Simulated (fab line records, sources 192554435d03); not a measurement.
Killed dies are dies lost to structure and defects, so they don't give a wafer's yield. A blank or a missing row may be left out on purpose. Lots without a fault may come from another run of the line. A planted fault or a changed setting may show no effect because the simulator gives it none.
One fault seen from 2 desks | flow n5_finfet | each desk has only its own numbers; what lay behind them comes last

THE METROLOGY DESK
What the gauges read, lot by lot, whatever tool the lot ran on: means of the sampled wafers that have a number. A lot is out of limits, marked OUT, if its mean lies more than 4 standard deviations from the usual mean; the brackets give that distance.
Columns: A = cd_nm at N5_BEOL_M5_CD_MEAS_18, usual 27.9 nm; B = cd_nm at N5_BEOL_M5_CD_MEAS_28, usual 30.66 nm; C = trench_depth_nm at N5_BEOL_M5_OCD_MEAS_38, usual 71.4 nm
lot  | first seen here | A    | B     | C
L975 | day 8 08:47     | 27.8 | 31.11 | 70.3
L977 | day 9 09:07     | 28.0 | 30.79 | 71.6
L979 | day 9 17:32     | 28.2 | 30.77 | 69.8
L983 | day 10 09:24    | 27.9 | 30.59 | 71.7
L982 | day 10 10:07    | 27.5 | 30.36 | 71.0
L988 | day 11 17:34    | 28.1 | 30.45 | 73.0
L993 | day 13 04:17    | 27.8 | 30.77 | 70.9
L995 | day 13 07:25    | 27.7 | 30.59 | 71.0
L994 | day 14 00:09    | 27.8 | 30.73 | 69.5
L996 | day 14 03:10    | 27.8 | 30.82 | 71.6
L997 | day 14 08:35    | 28.4 | 30.57 | 71.7
This desk's finding: nothing out of limits on any of the 11 lots.

THE TOOL OWNER'S DESK: rie_diel-02
The tool's own readings at N5_BEOL_M5_ETCH_68 (etches SOC in N2/H2, target depth 80 nm, overetch 16 nm, time 120 s): means of the sampled wafers that have a number, for each lot that ran on this tool. A lot is out of limits, marked OUT, if its mean lies more than 4 standard deviations from the usual mean; the brackets give that distance.
Columns: A = bias_w at N5_BEOL_M5_ETCH_68, usual 150.0 W; B = drypump_motor_current_A at N5_BEOL_M5_ETCH_68, usual 5.9 A; C = oes_product_au at N5_BEOL_M5_ETCH_68, usual 0.61 a.u.; D = rf_vpp_V at N5_BEOL_M5_ETCH_68, usual 524.8 V; E = showerhead_plenum_p_Torr at N5_BEOL_M5_ETCH_68, usual 2.58 Torr; F = throttle_valve_pct at N5_BEOL_M5_ETCH_68, usual 17.76 %
lot  | first seen here | A               | B   | C    | D               | E    | F
L977 | day 9 09:47     | 149.6           | 6.2 | 0.66 | 525.7           | 2.63 | 17.54
L983 | day 10 10:02    | 150.1           | 6.1 | 0.63 | 526.9           | 2.64 | 17.87
L982 | day 10 11:27    | 161.9 (+28) OUT | 5.6 | 0.58 | 549.0 (+11) OUT | 2.54 | 17.96
L988 | day 11 21:43    | 162.1 (+29) OUT | 6.2 | 0.64 | 550.5 (+11) OUT | 2.62 | 17.59
L996 | day 14 04:19    | 149.7           | 5.2 | 0.55 | 523.4           | 2.52 | 18.00
L997 | day 14 09:12    | 150.2           | 5.7 | 0.58 | 523.8           | 2.55 | 17.78
This desk's finding: out of limits on L982, L988; first on L982, day 10 11:27 (bias_w at N5_BEOL_M5_ETCH_68). In limits: L977, L983, L996, L997.

PUT TOGETHER
The tool owner's desk could have raised an alarm at day 10 11:27, on L982, L988.
The metrology desk saw nothing out of limits.
The metrology desk has L982, L988 on record, within its limits.
Of the lots named, all ran N5_BEOL_M5_ETCH_68 on rie_diel-02.

WHAT THE SIMULATOR HAD PUT IN
Process parameter drift: rie_diel-02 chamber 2, from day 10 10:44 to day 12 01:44, at N5_BEOL_M5_ETCH_68. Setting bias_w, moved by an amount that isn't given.
Lots struck among those shown: L982, L988.
Hours from the fault's start to each desk's first reading out of limits: the tool owner's desk, 1.
